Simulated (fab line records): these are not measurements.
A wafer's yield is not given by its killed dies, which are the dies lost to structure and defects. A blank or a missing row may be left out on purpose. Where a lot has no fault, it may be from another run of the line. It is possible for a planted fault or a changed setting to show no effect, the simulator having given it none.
fab line records	flow nand_harc	part 1 of 2: steps 1 to 4 of 6
record: lots: 23	wafers: 69	last_day: 33
route steps=1302 shown A_STAIRCASE@813 A_SGD_CUT@904
lots that met no fault: from a run of the same line without faults
start_h: hours from the record's first day to the start of the lot's first wafer shown	wait_h: time in hours since the lot's previous step	" unchanged from the row above	L1.1+2: one row covering several wafers at once	- no value, or no start given	* or withheld: withheld	< > ~ a bound
route shown NAME@n: a module of which the file shows steps, and the number in the route of the first	usual: mean/standard deviation taken from wafers without a fault	same: alike in all rows	chamber/n: place in a boat	sites: the reading at each site	_std_site: standard deviation of those values	_edge_site: the outer-site mean with the inner-site mean subtracted	radius_mm: for every site, how far away it sits from the centre of the wafer	mask NAME#n: copy n	behind: the last tool/chamber to shape the wafer	hold: the reason the lot was held/the length of the hold in hours/how it ended	device: the transistor (n, p or np) that didn't switch	end of line: tests run on the same wafers once the route is complete	where a step has no rows: the recipe by itself	killed: dies that structure and defects cost at the first sort, which is not the same as the wafer's yield	map: per-die view of a wafer (x killed, . not killed, _ where there is no die)
set.NAME: the setting the step ran with; set.NAME@STEP: the setting that earlier step ran with	model.NAME: the simulator's own value behind a step, which no gauge read
a sample of lots followed through the steps of the route, with each step as a table and each wafer as a row
services: when a tool's chamber went out of use (start_h, in hours from the record's first day, below 0 if earlier), for how many hours, and the reason
== steps ==
step: NHARC_A_STAIRCASE_STRIP_295
recipe: o2_flow_sccm: 500	ar_flow_sccm: 0	bias_w: 0	chemistry: O2
usual: drypump_motor_current_A: 5.7/0.35	oes_product_au: 0.999/0.0074	rf_vpp_V: 57.7/1	showerhead_plenum_p_Torr: 3.49/0.17	throttle_valve_pct: 17.037/0.0096
lot.wafer	tool	chamber	start_h	wait_h	drypump_motor_current_A	oes_product_au	rf_hours_counter_h	rf_vpp_V	showerhead_plenum_p_Torr	throttle_valve_pct
L074.1	rie_diel-07	3	-	-	5.4	1.004	22	59.5	3.53	17.034
L074.3	"	1	"	"	5.7	0.996	23	57.8	3.44	17.026
L074.6	"	2	"	"	5.4	0.995	-	57.8	3.37	17.034
L076.2	rie_diel-04	2	-	-	5.7	0.996	14	58.1	3.53	17.029
L076.3	"	1	"	"	5.7	1.006	13	58.4	3.80	17.038
L076.4	"	1	"	"	5.8	0.995	-	58.7	3.80	17.030
L075.3	rie_diel-07	2	-	-	5.4	0.998	34	56.5	3.36	17.032
L075.5	"	1	"	"	5.7	1.004	-	58.2	3.44	17.035
L075.6	"	2	"	"	5.4	0.994	-	55.5	3.36	17.033
L077.3	rie_diel-07	2	-	-	5.4	1.001	38	57.1	3.36	17.030
L077.4	"	0	"	"	5.5	1.003	36	57.9	3.28	17.033
L077.5	"	2	"	"	5.4	0.999	-	57.2	3.36	17.036
L078.2	rie_diel-04	0	-	-	5.6	1.006	17	57.5	3.28	17.029
L078.3	"	1	"	"	5.8	1.010	17	57.8	3.80	17.038
L078.6	"	0	"	"	5.6	1.004	-	58.1	3.28	17.035
L079.1	rie_diel-04	3	-	-	6.3	0.997	25	58.3	3.49	17.041
L079.2	"	2	"	"	5.7	0.986	25	56.5	3.53	17.031
L079.6	"	3	"	"	6.3	0.989	-	57.5	3.49	17.039
L080.1	rie_diel-04	2	446.49	-	5.8	0.987	26	57.7	3.53	17.058
L080.4	"	0	"	"	5.6	0.998	21	57.2	3.28	17.040
L080.5	"	3	"	"	6.3	1.008	-	56.7	3.49	17.037
L081.1	rie_diel-04	2	-	-	5.7	0.997	32	57.2	3.52	17.039
L081.6	"	2	"	"	5.7	0.992	-	57.2	3.52	17.020
L081.4	"	0	"	"	5.6	0.998	-	55.9	3.28	17.033
L082.2	rie_diel-04	0	-	-	5.6	1.019	29	57.3	3.28	17.034
L082.5	"	0	"	"	5.6	0.996	-	55.5	3.28	17.040
L082.6	"	1	"	"	5.7	0.995	-	58.0	3.79	17.030
L085.4	rie_diel-12	1	-	-	5.2	0.992	8	57.9	3.45	17.027
L085.1	"	2	"	"	6.1	1.002	10	57.9	3.35	17.020
L085.5	"	3	"	"	5.8	1.006	-	56.7	3.40	17.026
L083.2	rie_diel-04	1	-	-	5.8	1.010	41	59.4	3.78	17.044
L083.6	"	3	"	"	6.3	1.010	-	58.4	3.48	17.050
L083.4	"	0	"	"	5.6	1.000	-	56.5	3.28	17.032
L084.3	rie_diel-12	0	-	-	6.6	1.001	10	58.8	3.35	17.026
L084.4	"	1	"	"	5.1	1.002	8	56.2	3.45	17.028
L084.5	"	3	"	"	5.7	0.992	-	58.0	3.40	17.029
L086.4	rie_diel-07	0	-	-	5.5	0.992	8	59.2	3.80	17.044
L086.2	"	1	"	"	5.7	1.010	8	56.5	3.42	17.037
L086.3	"	2	"	"	5.4	0.995	8	56.5	3.35	17.033
L087.3	rie_diel-12	2	-	-	6.1	1.003	24	57.6	3.34	17.046
L087.2	"	3	"	"	5.8	0.994	22	58.8	3.39	17.034
L087.4	"	1	"	"	5.2	0.985	-	57.8	3.44	17.041
L088.3	rie_diel-07	1	-	-	5.7	0.993	19	56.8	3.41	17.026
L088.4	"	2	"	"	5.4	0.996	16	56.1	3.34	17.023
L088.6	"	1	"	"	5.7	1.000	-	58.2	3.41	17.042
L089.4	rie_diel-07	0	-	-	5.5	0.991	19	58.4	3.80	17.037
L089.5	"	2	"	"	5.4	1.004	-	58.4	3.34	17.035
L089.6	"	3	"	"	5.4	1.006	-	57.9	3.50	17.058
L091.2	rie_diel-07	0	-	-	5.5	0.997	24	59.3	3.79	17.045
L091.3	"	3	"	"	5.5	1.002	24	58.3	3.50	17.040
L091.5	"	0	"	"	5.4	0.995	-	56.5	3.79	17.040
L090.1	rie_diel-12	0	-	-	6.6	1.017	37	55.8	3.33	17.034
L090.4	"	3	"	"	5.8	1.010	35	58.6	3.39	17.016
L090.6	"	0	"	"	6.6	1.006	-	56.7	3.33	17.021
L092.3	rie_diel-04	2	-	-	5.7	0.988	7	56.6	3.51	17.033
L092.4	"	0	"	"	5.6	0.991	7	57.7	3.80	17.025
L092.5	"	2	"	"	5.7	0.999	-	58.1	3.51	17.036
L093.1	rie_diel-12	1	-	-	5.1	0.994	38	57.6	3.43	17.050
L093.2	"	3	"	"	5.7	0.998	39	56.7	3.38	17.049
L093.3	"	0	"	"	6.6	1.015	40	56.8	3.33	17.035
L095.3	rie_diel-04	0	-	-	5.6	1.002	16	59.1	3.80	17.038
L095.5	"	2	"	"	5.7	0.993	-	57.6	3.50	17.049
L095.6	"	3	"	"	6.3	1.006	-	57.0	3.46	17.028
L096.2	rie_diel-04	1	-	-	5.8	0.990	21	58.8	3.76	17.037
L096.3	"	3	"	"	6.3	0.991	22	58.1	3.46	17.031
L096.6	"	1	"	"	5.8	1.002	-	61.1	3.76	17.029
L097.3	rie_diel-12	0	-	-	6.6	1.015	59	56.8	3.32	17.033
L097.6	"	2	"	"	6.1	1.002	-	58.4	3.33	17.030
L097.5	"	3	"	"	5.7	0.994	-	58.5	3.37	17.031
step: NHARC_A_STAIRCASE_DEP_301
recipe: target_thk_a: 300	target_thk_nm: 30	temp_c: 400	pressure_torr: 3.5	flow_sccm: 200	rf_w: 350	material: SiON
usual: heater_power_w: 726/79
lot.wafer	tool	chamber	start_h	wait_h	heater_power_w	since_wet_clean_h
L074.1	pecvd-02	0	387.79	1.6	759	148
L074.3	"	2	"	"	549	148
L074.6	"	1	"	"	746	-
L076.3	pecvd-04	0	407.25	0.9	617	125
L076.2	"	1	"	"	880	125
L076.4	"	1	"	"	876	-
L075.3	pecvd-04	1	410.45	1.0	846	128
L075.5	"	2	"	"	867	-
L075.6	"	1	"	"	880	-
L077.3	pecvd-01	1	417.18	0.9	630	93
L077.4	"	1	"	"	628	-
L077.5	"	0	"	"	773	-
L078.3	pecvd-04	2	424.44	1.0	881	142
L078.2	"	0	"	"	710	142
L078.6	"	2	"	"	847	-
L079.2	pecvd-02	1	439.38	1.2	804	18
L079.1	"	2	"	"	644	18
L079.6	"	2	"	"	639	-
L080.1	pecvd-02	1	452.63	1.6	789	32
L080.5	"	1	"	"	826	-
L080.4	"	2	"	"	633	-
L081.1	pecvd-01	1	455.66	1.6	655	131
L081.4	"	1	"	"	638	-
L081.6	"	2	"	"	688	-
L082.2	pecvd-01	2	465.04	1.3	716	141
L082.6	"	0	"	"	738	-
L082.5	"	2	"	"	720	-
L085.1	pecvd-02	2	483.47	1.6	632	62
L085.5	"	0	"	"	682	-
L085.4	"	2	"	"	641	-
L083.2	pecvd-01	2	485.30	1.3	722	161
L083.4	"	0	"	"	775	-
L083.6	"	2	"	"	720	-
L084.3	pecvd-01	1	485.56	1.0	675	161
L084.5	"	0	"	"	762	-
L084.4	"	1	"	"	689	-
L086.3	pecvd-02	1	509.97	0.9	808	89
L086.2	"	0	"	"	743	89
L086.4	"	2	"	"	605	-
L087.2	pecvd-01	2	517.84	1.3	744	12
L087.3	"	0	"	"	710	13
L087.4	"	0	"	"	704	-
L088.3	pecvd-02	1	539.46	1.0	753	118
L088.6	"	2	"	"	555	-
L088.4	"	1	"	"	732	-
L089.5	pecvd-04	0	541.33	0.4	679	-
L089.6	"	1	"	"	838	-
L089.4	"	2	"	"	873	-
L091.2	pecvd-01	1	548.19	1.3	603	43
L091.3	"	2	"	"	650	43
L091.5	"	2	"	"	651	-
L090.1	pecvd-04	0	551.78	1.6	725	88
L090.6	"	0	"	"	744	-
L090.4	"	2	"	"	842	-
L092.3	pecvd-01	1	570.13	1.0	687	-
L092.4	"	2	"	"	656	-
L092.5	"	1	"	"	704	-
L093.1	pecvd-01	0	572.00	1.5	735	67
L093.2	"	1	"	"	703	67
L093.3	"	2	"	"	715	67
L095.3	pecvd-01	1	596.43	1.0	683	91
L095.5	"	2	"	"	621	-
L095.6	"	0	"	"	770	-
L096.3	pecvd-04	2	616.87	1.0	842	153
L096.2	"	1	"	"	697	153
L096.6	"	1	"	"	691	-
L097.3	pecvd-01	2	617.60	0.9	732	112
L097.6	"	2	"	"	715	-
L097.5	"	1	"	"	701	-
step: NHARC_A_STAIRCASE_ETCH_313
recipe: cf4_flow_sccm: 100	chf3_flow_sccm: 30	ar_flow_sccm: 0	rf_w: 500	bias_w: 200	chemistry: CF4/CHF3
usual: drypump_motor_current_A: 5.7/0.36	oes_product_au: 0.935/0.019	rf_vpp_V: 370.0/2.7	showerhead_plenum_p_Torr: 1.56/0.078	throttle_valve_pct: 16.803/0.0082
lot.wafer	tool	chamber	start_h	wait_h	drypump_motor_current_A	oes_product_au	rf_hours_counter_h	rf_vpp_V	showerhead_plenum_p_Torr	throttle_valve_pct
L074.1	rie_diel-04	2	388.90	0.1	5.7	0.923	8	370.2	1.58	16.815
L074.3	"	0	"	"	5.6	0.918	6	366.9	1.47	16.804
L074.6	"	1	"	"	5.7	0.923	-	374.6	1.70	16.809
L076.3	rie_diel-04	2	408.33	0.1	5.7	0.910	15	370.7	1.58	16.784
L076.4	"	3	"	"	6.3	0.929	14	370.2	1.56	16.813
L076.2	"	0	"	"	5.6	0.930	14	366.4	1.46	16.808
L075.3	rie_diel-04	3	411.49	0.1	6.3	0.959	15	369.5	1.56	16.800
L075.6	"	0	"	"	5.6	0.957	-	367.0	1.46	16.811
L075.5	"	1	"	"	5.7	0.931	-	373.0	1.70	16.810
L077.3	rie_diel-04	1	418.13	0.1	5.7	0.931	16	374.7	1.70	16.818
L077.4	"	3	"	"	6.3	0.914	17	370.3	1.56	16.802
L077.5	"	0	"	"	5.6	0.928	-	367.1	1.46	16.817
L078.2	rie_diel-07	1	425.51	0.1	5.7	0.972	39	367.6	1.53	16.814
L078.3	"	3	"	"	5.4	0.959	39	371.4	1.57	16.811
L078.6	"	2	"	"	5.4	0.970	-	369.8	1.50	16.793
L079.2	rie_diel-12	1	440.45	0.1	5.2	0.914	47	369.6	1.54	16.802
L079.1	"	0	"	"	6.5	0.918	52	368.5	1.49	16.798
L079.6	"	1	"	"	5.2	0.917	-	368.8	1.54	16.810
L080.4	rie_diel-07	2	453.67	0.1	5.4	0.915	54	366.6	1.49	16.796
L080.1	"	1	"	"	5.7	0.918	52	368.2	1.53	16.803
L080.5	"	3	"	"	5.5	0.929	-	372.2	1.57	16.816
L081.1	rie_diel-04	2	456.57	0.1	5.7	0.914	34	369.2	1.57	16.804
L081.4	"	3	"	"	6.3	0.928	31	368.7	1.55	16.803
L081.6	"	2	"	"	5.7	0.900	-	370.2	1.57	16.788
L082.2	rie_diel-07	1	466.05	0.1	5.7	0.929	55	369.5	1.53	16.804
L082.5	"	0	"	"	5.5	0.925	-	367.9	1.46	16.809
L082.6	"	1	"	"	5.7	0.933	-	368.9	1.53	16.801
L085.1	rie_diel-07	1	484.48	0.1	5.7	0.961	1	369.5	1.53	16.802
L085.4	"	3	"	"	5.5	0.974	2	370.1	1.56	16.798
L085.5	"	1	"	"	5.7	0.968	-	368.8	1.53	16.808
L083.2	rie_diel-12	1	486.36	0.1	5.2	0.923	9	369.7	1.54	16.804
L083.4	"	0	"	"	6.6	0.934	-	368.7	1.49	16.809
L083.6	"	1	"	"	5.2	0.922	-	369.7	1.54	16.814
L084.4	rie_diel-07	1	486.45	0.1	5.7	0.976	2	368.7	1.53	16.812
L084.3	"	3	"	"	5.5	0.963	2	370.2	1.56	16.811
L084.5	"	1	"	"	5.7	0.980	-	368.6	1.53	16.813
L086.4	rie_diel-12	2	510.91	0.1	6.1	0.933	21	367.8	1.49	16.799
L086.3	"	3	"	"	5.7	0.941	19	368.5	1.51	16.797
L086.2	"	0	"	"	6.5	0.938	21	367.0	1.49	16.796
L087.2	rie_diel-12	1	518.89	0.1	5.1	0.925	21	369.0	1.53	16.805
L087.4	"	2	"	"	6.0	0.934	24	367.5	1.49	16.811
L087.3	"	3	"	"	5.7	0.933	22	368.9	1.51	16.806
L088.3	rie_diel-12	2	540.61	0.1	6.0	0.933	29	367.0	1.49	16.800
L088.4	"	1	"	"	5.2	0.925	32	369.5	1.53	16.797
L088.6	"	2	"	"	6.0	0.931	-	368.3	1.49	16.799
L089.4	rie_diel-04	3	542.34	0.1	6.3	0.973	0	368.8	1.55	16.799
L089.6	"	1	"	"	5.7	0.978	-	374.0	1.68	16.804
L089.5	"	2	"	"	5.7	0.988	-	371.4	1.57	16.808
L091.2	rie_diel-04	0	549.13	0.1	5.6	0.978	2	373.7	1.70	16.800
L091.3	"	3	"	"	6.3	0.962	2	369.3	1.55	16.789
L091.5	"	1	"	"	5.7	0.972	-	373.2	1.68	16.794
L090.1	rie_diel-12	0	552.86	0.1	6.6	0.936	38	366.8	1.49	16.805
L090.4	"	2	"	"	6.0	0.931	33	368.5	1.49	16.794
L090.6	"	3	"	"	5.7	0.926	-	368.1	1.51	16.791
L092.3	rie_diel-07	3	571.21	0.1	5.5	0.923	28	369.7	1.56	16.810
L092.4	"	1	"	"	5.7	0.924	27	370.8	1.52	16.797
L092.5	"	2	"	"	5.4	0.922	-	367.7	1.49	16.798
L093.3	rie_diel-07	0	573.08	0.1	5.5	0.929	29	375.6	1.69	16.813
L093.2	"	1	"	"	5.7	0.925	27	368.3	1.52	16.808
L093.1	"	2	"	"	5.4	0.926	24	369.1	1.49	16.789
L095.3	rie_diel-04	3	597.44	0.1	6.3	0.923	19	369.5	1.54	16.807
L095.5	"	0	"	"	5.6	0.923	-	374.0	1.70	16.785
L095.6	"	1	"	"	5.7	0.920	-	374.6	1.68	16.803
L096.3	rie_diel-04	0	617.93	0.1	5.6	0.928	22	375.2	1.69	16.797
L096.2	"	3	"	"	6.3	0.923	23	369.0	1.54	16.794
L096.6	"	0	"	"	5.6	0.920	-	374.7	1.69	16.819
L097.3	rie_diel-12	2	618.64	0.1	6.0	0.930	54	368.2	1.48	16.803
L097.6	"	2	"	"	6.0	0.927	-	367.1	1.48	16.805
L097.5	"	3	"	"	5.7	0.927	-	368.8	1.50	16.792
step: NHARC_A_STAIRCASE_ETCH_453
recipe: target_depth_a: 300	overetch_a: 30	time_s: 16.5	ion_energy_ev: 100	cf4_flow_sccm: 80	o2_flow_sccm: 20	ar_flow_sccm: 0	rf_w: 300	bias_w: 100	chemistry: CF4/O2
usual: drypump_motor_current_A: 5.7/0.38	oes_product_au: 0.998/0.0072	rf_vpp_V: 197.4/1.6	showerhead_plenum_p_Torr: 1.31/0.064	throttle_valve_pct: 13.398/0.0093
lot.wafer	tool	chamber	start_h	wait_h	drypump_motor_current_A	oes_product_au	rf_hours_counter_h	rf_vpp_V	showerhead_plenum_p_Torr	throttle_valve_pct
L074.3	rie_diel-04	0	-	-	5.6	1.013	6	195.6	1.24	13.408
L074.1	"	1	"	"	5.7	1.008	7	200.7	1.44	13.389
L074.6	"	0	"	"	5.6	1.002	-	195.8	1.24	13.400
L076.4	rie_diel-04	2	-	-	5.7	0.981	15	197.2	1.34	13.393
L076.3	"	3	"	"	6.3	0.988	14	198.6	1.32	13.407
L076.2	"	1	"	"	5.7	1.004	14	200.1	1.44	13.400
L075.3	rie_diel-04	3	-	-	6.3	0.997	15	198.8	1.32	13.415
L075.5	"	3	"	"	6.4	1.005	-	197.7	1.32	13.410
L075.6	"	0	"	"	5.6	1.005	-	196.9	1.24	13.404
L077.3	rie_diel-04	1	-	-	5.8	0.995	16	200.2	1.44	13.394
L077.4	"	2	"	"	5.6	0.989	17	196.5	1.34	13.403
L077.5	"	3	"	"	6.3	0.985	-	197.4	1.32	13.388
L078.3	rie_diel-07	3	-	-	5.5	0.991	40	197.1	1.33	13.408
L078.2	"	0	"	"	5.5	1.003	39	196.1	1.23	13.396
L078.6	"	3	"	"	5.5	1.004	-	198.5	1.33	13.404
L079.1	rie_diel-12	0	-	-	6.6	0.994	52	196.5	1.27	13.385
L079.2	"	1	"	"	5.2	0.988	47	196.4	1.30	13.401
L079.6	"	3	"	"	5.7	0.999	-	196.5	1.29	13.403
L080.1	rie_diel-07	1	-	-	5.7	0.996	52	197.8	1.29	13.412
L080.4	"	2	"	"	5.4	0.997	54	196.2	1.27	13.397
L080.5	"	1	"	"	5.7	0.994	-	196.1	1.29	13.414
L081.1	rie_diel-04	2	-	-	5.7	0.994	35	197.0	1.33	13.412
L081.4	"	0	"	"	5.6	1.000	27	195.3	1.24	13.400
L081.6	"	2	"	"	5.7	0.989	-	196.7	1.33	13.389
L082.2	rie_diel-07	2	-	-	5.4	0.993	58	195.1	1.26	13.402
L082.5	"	1	"	"	5.7	0.999	-	196.4	1.29	13.396
L082.6	"	2	"	"	5.4	0.992	-	196.3	1.26	13.396
L085.4	rie_diel-07	2	-	-	5.4	0.992	1	196.1	1.26	13.390
L085.1	"	1	"	"	5.7	0.994	1	195.0	1.29	13.405
L085.5	"	3	"	"	5.4	0.990	-	198.2	1.33	13.397
L084.4	rie_diel-07	3	-	-	5.4	1.001	2	199.3	1.33	13.377
L084.3	"	1	"	"	5.7	1.004	2	195.5	1.29	13.391
L084.5	"	3	"	"	5.4	1.003	-	197.4	1.33	13.385
L083.2	rie_diel-12	2	-	-	6.0	1.000	16	195.9	1.26	13.397
L083.4	"	3	"	"	5.8	1.010	14	196.6	1.28	13.404
L083.6	"	1	"	"	5.2	0.997	-	196.6	1.30	13.400
L086.4	rie_diel-12	1	-	-	5.1	0.998	19	198.8	1.30	13.399
L086.2	"	3	"	"	5.7	1.002	20	197.5	1.28	13.397
L086.3	"	0	"	"	6.6	1.007	21	198.0	1.26	13.398
L087.2	rie_diel-12	2	-	-	6.0	0.998	24	196.0	1.26	13.398
L087.4	"	3	"	"	5.8	1.003	22	196.7	1.28	13.399
L087.3	"	0	"	"	6.6	1.003	22	196.1	1.26	13.387
L088.4	rie_diel-12	3	-	-	5.7	1.001	32	198.0	1.28	13.397
L088.3	"	0	"	"	6.6	1.015	34	197.1	1.26	13.412
L088.6	"	1	"	"	5.2	1.001	-	196.9	1.30	13.390
L089.4	rie_diel-04	3	-	-	6.3	0.993	0	196.9	1.31	13.399
L089.5	"	3	"	"	6.3	1.006	-	195.8	1.31	13.392
L089.6	"	0	"	"	5.6	0.989	-	200.4	1.45	13.398
L091.3	rie_diel-04	0	-	-	5.6	1.012	2	200.4	1.45	13.394
L091.2	"	1	"	"	5.7	1.006	2	201.0	1.43	13.393
L091.5	"	0	"	"	5.6	1.001	-	199.7	1.45	13.395
L090.4	rie_diel-12	1	-	-	5.1	0.990	36	197.9	1.30	13.394
L090.1	"	3	"	"	5.7	1.006	36	197.0	1.28	13.395
L090.6	"	1	"	"	5.2	0.995	-	197.3	1.30	13.406
L092.4	rie_diel-07	1	-	-	5.7	1.001	27	195.5	1.29	13.395
L092.3	"	3	"	"	5.5	0.996	28	199.2	1.32	13.391
L092.5	"	2	"	"	5.4	0.999	-	196.3	1.26	13.382
L093.2	rie_diel-07	1	-	-	5.7	0.993	27	196.7	1.29	13.405
L093.1	"	2	"	"	5.4	0.985	24	196.9	1.26	13.390
L093.3	"	0	"	"	5.5	0.996	29	201.3	1.44	13.382
L095.3	rie_diel-04	0	-	-	5.6	1.006	17	201.4	1.44	13.409
L095.5	"	3	"	"	6.3	0.994	-	196.2	1.31	13.403
L095.6	"	0	"	"	5.6	1.002	-	200.2	1.44	13.398
L096.3	rie_diel-04	1	-	-	5.7	0.999	22	198.6	1.43	13.399
L096.2	"	2	"	"	5.7	0.995	25	196.3	1.32	13.376
L096.6	"	0	"	"	5.6	1.001	-	201.0	1.44	13.402
L097.3	rie_diel-12	0	-	-	6.6	1.006	60	196.5	1.25	13.392
L097.6	"	1	"	"	5.2	0.997	-	197.3	1.29	13.404
L097.5	"	2	"	"	6.1	1.001	-	196.1	1.25	13.419
